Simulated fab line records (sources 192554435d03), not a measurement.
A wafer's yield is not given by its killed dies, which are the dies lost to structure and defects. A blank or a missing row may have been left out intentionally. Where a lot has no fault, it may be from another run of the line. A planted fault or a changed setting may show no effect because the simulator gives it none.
The tool behind it: which one? + flow n5-finfet + 27 wafers from 9 lots sampled at 5 of the route's 1938 steps

## WHAT THE GAUGES SHOWED, per wafer
N5_BEOL_M4_RC_MEAS_101. Usual: DIBL_N 36.2 mV/V, standard deviation 1.7; DIBL_P 36.6 mV/V, standard deviation 1.9; IOFF_N 0.16 nA/um, standard deviation 0.032; IOFF_P 0.21 nA/um, standard deviation 0.037; IOFF_P_85C 3.6 nA/um, standard deviation 0.54; IOFF_P_LIN 0.097 nA/um, standard deviation 0.013; IOFF_P_LONG 0.000101 nA/um, standard deviation 7.2e-06; ION_N 675 uA/um, standard deviation 12; ION_P 460 uA/um, standard deviation 8.1; SS_N 71.4 mV/dec, standard deviation 0.58; SS_P 73.4 mV/dec, standard deviation 0.64; VT_N 249 mV, standard deviation 3.2; VT_P -252 mV, standard deviation 3.4; VT_P_LONG -277.0 mV, standard deviation 2.8; VT_P_LVT -98 mV, standard deviation 3.2.
| lot  | measured     | on        | DIBL_N (mV/V)  | DIBL_P (mV/V)  | IOFF_N (nA/um) | IOFF_P (nA/um) | IOFF_P_85C (nA/um) | IOFF_P_LIN (nA/um) | IOFF_P_LONG (nA/um)        | ION_N (uA/um) | ION_P (uA/um) | SS_N (mV/dec)  | SS_P (mV/dec)  | VT_N (mV)   | VT_P (mV)      | VT_P_LONG (mV)       | VT_P_LVT (mV)  | flag |
|------|--------------|-----------|----------------|----------------|----------------|----------------|--------------------|--------------------|----------------------------|---------------|---------------|----------------|----------------|-------------|----------------|----------------------|----------------|------|
| L434 | day 8 10:26  | prober-01 | 38.3 40.0 36.8 | 38.3 40.5 37.0 | 0.19 0.24 0.18 | 0.26 0.31 0.24 | 4.3 5.0 4.1        | 0.115 0.131 0.110  | 0.000109 0.000111 0.00012  | 684 685 685   | 460 469 466   | 71.3 72.7 71.6 | 74.0 74.1 73.1 | 246 244 247 | -247 -242 -246 | -274.1 -272.7 -270.6 | -95 -92 -94    |      |
| L437 | day 9 02:31  | prober-02 | 37.4 34.8 35.5 | 38.4 34.5 35.5 | 0.18 0.13 0.15 | 0.23 0.16 0.18 | 4.0 3.1 3.3        | 0.106 0.086 0.092  | 9.9e-05 0.000106 0.000107  | 679 674 671   | 467 461 458   | 71.6 70.8 70.8 | 74.6 73.0 73.6 | 249 251 251 | -246 -251 -253 | -277.1 -277.4 -274.7 | -93 -97 -96    |      |
| L443 | day 11 02:49 | prober-01 | 34.7 34.1 33.1 | 35.4 35.4 34.1 | 0.14 0.14 0.11 | 0.00 0.00 0.00 | 0.1 0.1 0.1        | 0.002 0.002 0.002  | 4.5e-05 4.3e-05 4.5e-05    | 669 676 649   | 300 300 296   | 70.6 70.5 70.7 | 72.9 72.9 73.4 | 253 250 256 | -358 -353 -358 | -378.4 -379.0 -381.5 | -206 -205 -209 | OFF  |
| L444 | day 11 02:02 | prober-02 | 34.1 35.5 35.3 | 33.4 35.1 35.6 | 0.13 0.15 0.15 | 0.00 0.00 0.00 | 0.1 0.1 0.1        | 0.002 0.002 0.002  | 4.1e-05 4.4e-05 4.1e-05    | 667 677 671   | 292 298 296   | 70.7 71.3 71.5 | 72.5 73.8 73.5 | 249 253 252 | -362 -362 -364 | -390.3 -383.6 -385.1 | -209 -210 -210 | OFF  |
| L445 | day 11 05:08 | prober-02 | 36.2 33.7 36.9 | 37.0 33.3 37.8 | 0.16 0.12 0.18 | 0.00 0.00 0.00 | 0.1 0.1 0.1        | 0.002 0.002 0.002  | 4.8e-05 4.7e-05 4.5e-05    | 672 665 673   | 293 288 298   | 71.1 71.1 71.8 | 73.1 72.2 73.6 | 247 252 248 | -362 -361 -359 | -388.5 -390.5 -386.3 | -210 -210 -207 | OFF  |
| L452 | day 12 22:44 | prober-02 | 36.8 36.7 37.9 | 36.1 35.8 37.3 | 0.13 0.15 0.15 | 0.19 0.18 0.20 | 3.3 3.2 3.5        | 0.087 0.085 0.093  | 9.1e-05 9.2e-05 9e-05      | 656 683 671   | 448 457 461   | 71.4 71.7 71.1 | 72.4 72.7 73.7 | 253 252 250 | -255 -256 -252 | -279.7 -281.0 -281.2 | -100 -102 -100 |      |
| L453 | day 13 02:18 | prober-02 | 36.0 37.7 37.8 | 35.2 37.2 37.0 | 0.16 0.18 0.19 | 0.22 0.24 0.25 | 3.8 4.2 4.3        | 0.103 0.110 0.114  | 0.000107 0.00011 0.000109  | 677 697 692   | 469 471 472   | 70.8 71.9 71.6 | 73.1 73.8 73.7 | 249 247 248 | -249 -246 -247 | -275.6 -274.9 -273.7 | -94 -93 -92    |      |
| L454 | day 13 07:38 | prober-01 | 38.3 37.1 36.5 | 39.7 37.1 36.0 | 0.20 0.18 0.17 | 0.26 0.22 0.21 | 4.4 3.8 3.7        | 0.115 0.102 0.099  | 0.0001 9.6e-05 0.000101    | 692 682 682   | 470 466 466   | 71.9 71.8 71.2 | 74.3 74.0 73.5 | 247 248 248 | -247 -251 -250 | -276.6 -276.3 -276.4 | -98 -100 -100  |      |
| L455 | day 13 08:45 | prober-02 | 37.0 35.7 37.2 | 35.9 34.2 37.3 | 0.16 0.13 0.17 | 0.21 0.19 0.23 | 3.7 3.4 4.0        | 0.102 0.096 0.108  | 0.000101 0.000108 0.000102 | 680 666 684   | 465 460 469   | 71.2 69.8 71.0 | 72.9 72.2 73.9 | 249 254 249 | -253 -250 -247 | -276.2 -277.9 -275.4 | -101 -100 -98  |      |

## WHICH TOOL RAN EACH LOT (tool, then ch and the chambers of the sampled wafers, then the start)
| lot  | N5_HKMG_FIN_ETCH_55               | N5_HKMG_FIN_STRIP_60                | N5_HKMG_FIN_PWFM_ALD_03            | N5_HKMG_FIN_DESCUM_17             |
|------|-----------------------------------|-------------------------------------|------------------------------------|-----------------------------------|
| L434 | rie-diel-04 ch 0,1, day 4 11:52   | plasma-asher-01 ch 0,1, day 4 12:39 | ald-metal-04 ch 0,1,2, day 4 14:14 | rie-diel-06 ch 1,2,3, day 4 15:10 |
| L437 | rie-diel-06 ch 2,3, day 5 05:25   | plasma-asher-02 ch 0,1, day 5 06:19 | ald-metal-02 ch 0,1,3, day 5 07:46 | rie-diel-06 ch 0,1, day 5 08:43   |
| L443 | rie-diel-05 ch 0,1,3, day 6 22:13 | plasma-asher-02 ch 0,1, day 6 23:07 | ald-metal-04 ch 0,1,3, day 7 00:59 | rie-diel-05 ch 0,3, day 7 01:55   |
| L444 | rie-diel-04 ch 0,2,3, day 7 02:07 | plasma-asher-01 ch 0,1, day 7 02:55 | ald-metal-01 ch 0,1,3, day 7 04:34 | rie-diel-04 ch 0,2,3, day 7 05:29 |
| L445 | rie-diel-06 ch 0,1,2, day 7 12:15 | plasma-asher-01 ch 0,1, day 7 13:02 | ald-metal-02 ch 0,1, day 7 14:37   | rie-diel-05 ch 1,2,3, day 7 15:25 |
| L452 | rie-diel-05 ch 1,2,3, day 9 04:54 | plasma-asher-01 ch 0,1, day 9 05:43 | ald-metal-01 ch 0,2, day 9 07:17   | rie-diel-05 ch 0,2, day 9 08:23   |
| L453 | rie-diel-05 ch 0,2,3, day 9 07:01 | plasma-asher-01 ch 0,1, day 9 07:51 | ald-metal-04 ch 1,3, day 9 09:31   | rie-diel-05 ch 1,2, day 9 10:52   |
| L454 | rie-diel-05 ch 0,2,3, day 9 16:08 | plasma-asher-01 ch 0,1, day 9 17:05 | ald-metal-04 ch 0,1, day 9 18:38   | rie-diel-05 ch 0,1,3, day 9 19:34 |
| L455 | rie-diel-06 ch 0,2,3, day 9 20:40 | plasma-asher-01 ch 0,1, day 9 21:30 | ald-metal-02 ch 2,3, day 9 23:08   | rie-diel-04 ch 0,1,2, day 9 23:56 |
- N5_HKMG_FIN_ETCH_55: etches SOC in N2/H2, target depth 240 nm, time 300 s.
- N5_HKMG_FIN_STRIP_60: strips in N2/H2, time 360 s.
- N5_HKMG_FIN_PWFM_ALD_03: deposits TiN, target thk 2 nm, pulse time 1 s, purge time 3 s.
- N5_HKMG_FIN_DESCUM_17: chemistry O2, time 7.9 s.

## AS READ BY THE TOOLS THEMSELVES (means over the sampled wafers that have a number; for cases with no such wafer, the mark the record gives instead)
N5_HKMG_FIN_ETCH_55. Usual: drypump-motor-current-A 5.5 A, standard deviation 0.48; oes-product-au 0.77 a.u., standard deviation 0.071; rf-vpp-V 523.4 V, standard deviation 2.7; showerhead-plenum-p-Torr 2.53 Torr, standard deviation 0.098; throttle-valve-pct 17.92 %, standard deviation 0.2.
| lot  | tool        | drypump-motor-current-A (A) | oes-product-au (a.u.) | rf-vpp-V (V) | showerhead-plenum-p-Torr (Torr) | throttle-valve-pct (%) | flag |
|------|-------------|-----------------------------|-----------------------|--------------|---------------------------------|------------------------|------|
| L434 | rie-diel-04 | 5.8                         | 0.73                  | 524.9        | 2.58                            | 17.91                  |      |
| L437 | rie-diel-06 | 5.2                         | 0.74                  | 523.0        | 2.50                            | 18.11                  |      |
| L443 | rie-diel-05 | 5.8                         | 0.79                  | 523.7        | 2.51                            | 17.84                  |      |
| L444 | rie-diel-04 | 5.7                         | 0.78                  | 523.5        | 2.55                            | 17.95                  |      |
| L445 | rie-diel-06 | 5.2                         | 0.74                  | 522.4        | 2.50                            | 18.00                  |      |
| L452 | rie-diel-05 | 5.6                         | 0.79                  | 523.4        | 2.53                            | 17.77                  |      |
| L453 | rie-diel-05 | 5.9                         | 0.76                  | 525.3        | 2.58                            | 17.90                  |      |
| L454 | rie-diel-05 | 5.9                         | 0.75                  | 524.8        | 2.58                            | 17.90                  |      |
| L455 | rie-diel-06 | 5.0                         | 0.81                  | 524.2        | 2.55                            | 17.90                  |      |

N5_HKMG_FIN_STRIP_60. Usual: drypump-motor-current-A 6.0 A, standard deviation 0.38; heater-power-w 517 W, standard deviation 26.
| lot  | tool            | drypump-motor-current-A (A) | heater-power-w (W) | flag |
|------|-----------------|-----------------------------|--------------------|------|
| L434 | plasma-asher-01 | 5.8                         | 533                |      |
| L437 | plasma-asher-02 | 6.0                         | 501                |      |
| L443 | plasma-asher-02 | 6.4                         | 512                |      |
| L444 | plasma-asher-01 | 5.8                         | 535                |      |
| L445 | plasma-asher-01 | 5.8                         | 515                |      |
| L452 | plasma-asher-01 | 5.8                         | 533                |      |
| L453 | plasma-asher-01 | 5.8                         | 540                |      |
| L454 | plasma-asher-01 | 5.8                         | 537                |      |
| L455 | plasma-asher-01 | 5.8                         | 514                |      |

N5_HKMG_FIN_PWFM_ALD_03. Usual: chamber-pressure-Torr 3.000 Torr, standard deviation 0.0074; heater-power-w 905 W, standard deviation 97; precursor-pulse-height-rel 0.997, standard deviation 0.019.
| lot  | tool         | chamber-pressure-Torr (Torr) | heater-power-w (W) | precursor-pulse-height-rel | flag |
|------|--------------|------------------------------|--------------------|----------------------------|------|
| L434 | ald-metal-04 | 3.006                        | 1018               | 0.984                      |      |
| L437 | ald-metal-02 | 3.001                        | 879                | 1.014                      |      |
| L443 | ald-metal-04 | -                            | -                  | -                          | OFF  |
| L444 | ald-metal-01 | -                            | -                  | -                          | OFF  |
| L445 | ald-metal-02 | -                            | -                  | -                          | OFF  |
| L452 | ald-metal-01 | 3.001                        | 847                | 1.003                      |      |
| L453 | ald-metal-04 | 2.999                        | 808                | 1.020                      |      |
| L454 | ald-metal-04 | 2.994                        | 1002               | 0.972                      |      |
| L455 | ald-metal-02 | 2.996                        | 926                | 1.016                      |      |

N5_HKMG_FIN_DESCUM_17. Usual: drypump-motor-current-A 5.5 A, standard deviation 0.48; oes-product-au 0.79 a.u., standard deviation 0.084; rf-vpp-V 242.9 V, standard deviation 1.4; showerhead-plenum-p-Torr 2.08 Torr, standard deviation 0.086; throttle-valve-pct 20.44 %, standard deviation 0.22.
| lot  | tool        | drypump-motor-current-A (A) | oes-product-au (a.u.) | rf-vpp-V (V) | showerhead-plenum-p-Torr (Torr) | throttle-valve-pct (%) | flag |
|------|-------------|-----------------------------|-----------------------|--------------|---------------------------------|------------------------|------|
| L434 | rie-diel-06 | 5.3                         | 0.73                  | 241.5        | 2.05                            | 20.64                  |      |
| L437 | rie-diel-06 | 5.3                         | 0.76                  | 243.1        | 2.06                            | 20.61                  |      |
| L443 | rie-diel-05 | 6.1                         | 0.75                  | 243.2        | 2.13                            | 20.59                  |      |
| L444 | rie-diel-04 | 5.7                         | 0.77                  | 243.5        | 2.10                            | 20.52                  |      |
| L445 | rie-diel-05 | 5.6                         | 0.83                  | 243.6        | 2.08                            | 20.25                  |      |
| L452 | rie-diel-05 | 5.7                         | 0.79                  | 244.3        | 2.20                            | 20.53                  |      |
| L453 | rie-diel-05 | 5.3                         | 0.86                  | 244.2        | 2.15                            | 20.20                  |      |
| L454 | rie-diel-05 | 5.8                         | 0.77                  | 242.4        | 2.06                            | 20.45                  |      |
| L455 | rie-diel-04 | 6.0                         | 0.75                  | 242.7        | 2.06                            | 20.44                  |      |

## THE ANSWER, worked out from the rows above alone
Rule: lot off if the mean of its wafers having a number is beyond 3 standard deviations from the usual mean. A lot without any number at a reading at which 4 lots or more have one is off too. Any other lot the step has rows for is counted as sound. Order of review: gauges by route order, followed by the tools' own readings, for which a lot's mean as printed above is used. The first step at which some lot is off is used, and at that step the reading that is off furthest; a lot without a number counts as furthest.
Off: at N5_BEOL_M4_RC_MEAS_101 (VT_P_LONG), L443, L444, L445.
A tool fits if, at a process step before that reading, it ran every lot that is off, and no sound lot after the first of them. The gauges at N5_BEOL_M4_RC_MEAS_101 aren't tried: what is off there is off at N5_HKMG_FIN_PWFM_ALD_03 too, on other tools, and a gauge's error can't cause that. No candidate that was tried fits.

## WHAT THE SIMULATOR PUT IN
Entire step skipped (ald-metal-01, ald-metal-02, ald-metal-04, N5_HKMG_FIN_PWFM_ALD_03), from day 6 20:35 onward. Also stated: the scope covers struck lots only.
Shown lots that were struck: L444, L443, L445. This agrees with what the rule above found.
